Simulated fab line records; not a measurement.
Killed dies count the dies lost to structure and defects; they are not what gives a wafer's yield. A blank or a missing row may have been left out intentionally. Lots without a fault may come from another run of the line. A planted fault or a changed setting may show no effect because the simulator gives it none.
What tool caused it? | flow nand-harc | Sampling: 7 lots, 21 wafers, 4 of 1302 route steps

WHAT THE GAUGES READ, wafer by wafer
NHARC_THIN_TSV_CD_MEAS_33 targets a cd of 5000 nm.
lot  | measured     | on        | cd-nm (nm)
L990 | day 25 06:07 | cd-sem-02 | 4998.8 4998.3 4996.9
L992 | day 26 03:21 | cd-sem-03 | 4998.2 4996.6 4999.6
L996 | day 27 14:34 | cd-sem-01 | 4997.7 4998.6 4996.9
L998 | day 28 09:44 | cd-sem-01 | 5000.2 4999.7 5000.1
L102 | day 30 04:57 | cd-sem-03 | 4996.9 4997.0 4995.0
L107 | day 32 08:36 | cd-sem-01 | 5000.2 4999.9 5001.7
L111 | day 33 10:41 | cd-sem-02 | 4998.8 4998.7 4998.5

TOOL THAT RAN EACH LOT (tool first, then ch and the chambers of the sampled wafers, then the start)
lot  | NHARC_A_CHANNEL_FILL_D2_CVD_09   | NHARC_THIN_TSV_DESCUM_14           | NHARC_THIN_TSV_PVD_51
L990 | lpcvd-poly-03 ch 0, day 16 17:28 | rie-diel-13 ch 0,1,3, day 25 00:29 | pvd-sputter-02, day 25 06:07 or earlier
L992 | lpcvd-poly-01 ch 0, day 17 03:14 | rie-diel-05 ch 0,1,2, day 25 21:37 | pvd-sputter-03, day 26 03:21 or earlier
L996 | lpcvd-poly-01 ch 0, day 19 03:22 | rie-diel-05 ch 0,1,2, day 27 08:49 | pvd-sputter-02, day 27 14:34 or earlier
L998 | lpcvd-poly-03 ch 0, day 20 01:10 | rie-diel-05 ch 1,3, day 28 03:38   | pvd-sputter-03, day 28 09:44 or earlier
L102 | lpcvd-poly-03 ch 0, day 21 11:44 | rie-diel-13 ch 0,1,2, day 29 23:22 | pvd-sputter-01, day 30 04:57 or earlier
L107 | lpcvd-poly-03 ch 0, day 23 09:25 | rie-diel-05 ch 0,1,3, day 32 03:00 | pvd-sputter-01, day 32 08:36 or earlier
L111 | lpcvd-poly-02 ch 0, day 24 20:06 | rie-diel-05 ch 0,2,3, day 33 04:52 | pvd-sputter-02, day 33 10:41 or earlier
- NHARC_A_CHANNEL_FILL_D2_CVD_09: deposits poly-Si, target thk 150 nm, time 3000 s.
- NHARC_THIN_TSV_DESCUM_14: chemistry O2, time 3 s.
- NHARC_THIN_TSV_PVD_51: deposits Cu, target thk 100 nm.

THE ANSWER, worked out from the rows above alone
Rule: usual is defined by the lots themselves. The widest of any qualifying gaps counts: lots, ordered by their means at a reading, are off when they make up no more than a third of the lots, leave a main group of 4 or more, and stand apart from it by 3 or more times the standard deviation of that group's means. Not used: any main group whose means are identical at the precision the tables above print for the reading. Also off: a lot with no number at a reading for which 4 or more lots have one. All remaining lots with rows at the step are treated as sound.
Nothing can be told from this: no lot is off at any reading shown.

WHAT HAD BEEN PUT IN BY THE SIMULATOR
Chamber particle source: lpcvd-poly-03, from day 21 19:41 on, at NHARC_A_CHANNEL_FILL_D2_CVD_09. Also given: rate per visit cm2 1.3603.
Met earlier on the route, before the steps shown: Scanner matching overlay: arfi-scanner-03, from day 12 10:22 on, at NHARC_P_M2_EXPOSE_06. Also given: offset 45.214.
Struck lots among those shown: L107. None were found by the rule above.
